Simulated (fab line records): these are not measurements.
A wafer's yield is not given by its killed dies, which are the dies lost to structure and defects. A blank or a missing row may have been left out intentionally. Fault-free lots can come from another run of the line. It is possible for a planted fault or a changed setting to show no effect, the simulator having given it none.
Chamber matching / flow nand harc / 4 sister chambers for NHARC_A_CONTACT_ETCH_102 on rie diel-01
The step etches the open film in CF4/O2, target depth 100 nm, overetch 10 nm, time 55 s. 16 wafers are shown with their chamber, then 8 later ones without.

== EACH WAFER AND ITS CHAMBER ==
wafer=L080.2; chamber=3; showerhead plenum p Torr (Torr)=1.41; rf vpp V (V)=200.8; rf fwd power W (W)=297.0
wafer=L080.3; chamber=2; showerhead plenum p Torr (Torr)=1.31; rf vpp V (V)=197.9; rf fwd power W (W)=298.3
wafer=L080.5; chamber=3; showerhead plenum p Torr (Torr)=1.41; rf vpp V (V)=198.4; rf fwd power W (W)=296.8
wafer=L086.2; chamber=2; showerhead plenum p Torr (Torr)=1.31; rf vpp V (V)=195.3; rf fwd power W (W)=297.3
wafer=L086.5; chamber=0; showerhead plenum p Torr (Torr)=1.42; rf vpp V (V)=200.4; rf fwd power W (W)=294.5
wafer=L086.6; chamber=3; showerhead plenum p Torr (Torr)=1.40; rf vpp V (V)=198.3; rf fwd power W (W)=295.2
wafer=L087.3; chamber=0; showerhead plenum p Torr (Torr)=1.41; rf vpp V (V)=200.8; rf fwd power W (W)=295.3
wafer=L087.5; chamber=1; showerhead plenum p Torr (Torr)=1.33; rf vpp V (V)=198.5; rf fwd power W (W)=297.3
wafer=L087.6; chamber=0; showerhead plenum p Torr (Torr)=1.42; rf vpp V (V)=200.9; rf fwd power W (W)=296.4
wafer=L088.1; chamber=0; showerhead plenum p Torr (Torr)=1.41; rf vpp V (V)=198.6; rf fwd power W (W)=295.7
wafer=L088.3; chamber=2; showerhead plenum p Torr (Torr)=1.30; rf vpp V (V)=196.4; rf fwd power W (W)=297.8
wafer=L088.6; chamber=2; showerhead plenum p Torr (Torr)=1.30; rf vpp V (V)=197.7; rf fwd power W (W)=297.7
wafer=L089.1; chamber=0; showerhead plenum p Torr (Torr)=1.41; rf vpp V (V)=200.8; rf fwd power W (W)=293.5
wafer=L089.4; chamber=2; showerhead plenum p Torr (Torr)=1.30; rf vpp V (V)=196.9; rf fwd power W (W)=296.0
wafer=L089.5; chamber=2; showerhead plenum p Torr (Torr)=1.30; rf vpp V (V)=197.0; rf fwd power W (W)=297.5
wafer=L090.2; chamber=3; showerhead plenum p Torr (Torr)=1.40; rf vpp V (V)=198.9; rf fwd power W (W)=297.9

SIGNATURES (averages over the wafers above)
reading=showerhead plenum p Torr; chamber 0=1.4140; chamber 1=1.3300; chamber 2=1.3033; chamber 3=1.4050; scatter within a chamber=0.00543
reading=rf vpp V; chamber 0=200.300; chamber 1=198.500; chamber 2=196.867; chamber 3=199.100; scatter within a chamber=1.01
reading=rf fwd power W; chamber 0=295.080; chamber 1=297.300; chamber 2=297.433; chamber 3=296.725; scatter within a chamber=0.993
Rule: distance of a wafer from a chamber = root of the sum over the readings of ((wafer's reading minus chamber's mean) / reading's scatter) squared. The wafer belongs to the nearest chamber; if the next one is less than 2 further off, it can't be placed. The scatter: take each reading less its chamber's mean, square it, sum over the shown wafers, divide by the number of wafers less the number of chambers, and take the root.

== WAFERS MISSING THEIR CHAMBER ==
wafer=L090.3; showerhead plenum p Torr (Torr)=1.41; rf vpp V (V)=199.6; rf fwd power W (W)=296.0
wafer=L090.6; showerhead plenum p Torr (Torr)=1.40; rf vpp V (V)=200.1; rf fwd power W (W)=298.8
wafer=L094.1; showerhead plenum p Torr (Torr)=1.40; rf vpp V (V)=199.4; rf fwd power W (W)=297.5
wafer=L094.2; showerhead plenum p Torr (Torr)=1.33; rf vpp V (V)=197.1; rf fwd power W (W)=296.3
wafer=L094.5; showerhead plenum p Torr (Torr)=1.33; rf vpp V (V)=198.4; rf fwd power W (W)=297.1
wafer=L097.2; showerhead plenum p Torr (Torr)=1.33; rf vpp V (V)=197.4; rf fwd power W (W)=296.3
wafer=L097.3; showerhead plenum p Torr (Torr)=1.41; rf vpp V (V)=199.2; rf fwd power W (W)=295.5
wafer=L097.6; showerhead plenum p Torr (Torr)=1.33; rf vpp V (V)=197.6; rf fwd power W (W)=296.3

== WHICH CHAMBER EACH ONE RAN IN ==
wafer=L090.3; from the rows above=can't be placed: 3 or 0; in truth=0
wafer=L090.6; from the rows above=3; in truth=3
wafer=L094.1; from the rows above=3; in truth=3
wafer=L094.2; from the rows above=1; in truth=1
wafer=L094.5; from the rows above=1; in truth=1
wafer=L097.2; from the rows above=1; in truth=1
wafer=L097.3; from the rows above=can't be placed: 0 or 3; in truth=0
wafer=L097.6; from the rows above=1; in truth=1
Placed correctly: 6 of 8. Can't be placed from these rows: 2 (the true chamber is among the candidates in 2). Placed wrongly: 0.
